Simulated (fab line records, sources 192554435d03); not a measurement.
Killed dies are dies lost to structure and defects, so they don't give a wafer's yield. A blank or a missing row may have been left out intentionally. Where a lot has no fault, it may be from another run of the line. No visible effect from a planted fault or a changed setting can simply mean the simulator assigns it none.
Chamber matching	flow n5-finfet	3 sister chambers for N5_BEOL_M5_PECVD_70 on pecvd-01
The step deposits SiO2 from TEOS/O2, target thk 16 nm, time 18 s. 3 wafers are shown with their chamber, then 8 later ones without.

WAFERS, EACH WITH ITS CHAMBER
wafer	chamber	throttle-valve-pct (%)
L086.5	1	24.3
L083.5	2	23.7
L090.1	0	21.1

WAFERS MISSING THEIR CHAMBER
wafer	throttle-valve-pct (%)
L090.4	23.7
L090.5	21.5
L095.2	21.3
L095.5	21.5
L095.6	24.1
L096.1	21.3
L096.2	24.3
L096.3	24.2

CHAMBER TAKEN BY EACH
wafer	from the rows above	in truth
L090.4	2	2
L090.5	0	0
L095.2	0	0
L095.5	0	0
L095.6	can't be placed: 1 or 2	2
L096.1	0	0
L096.2	1	1
L096.3	can't be placed: 1 or 2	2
6 of 8 placed correctly. Cannot be placed on the basis of these rows: 2; the candidates contain the true chamber in 2. Wrongly placed: 0.
How it was worked out, from the rows above alone: a wafer's distance from a chamber is the root of the sum, over the readings, of the square of ((its reading less the chamber's mean) divided by the reading's scatter). If the next closest chamber is less than 2 further off than the closest, the wafer can't be placed; otherwise it belongs to the closest. The mean given for a chamber averages the wafers shown for that chamber. The scatter (one wafer shown for each chamber): square how far every hidden wafer sits from the nearest shown wafer, average those squares and take the square root.
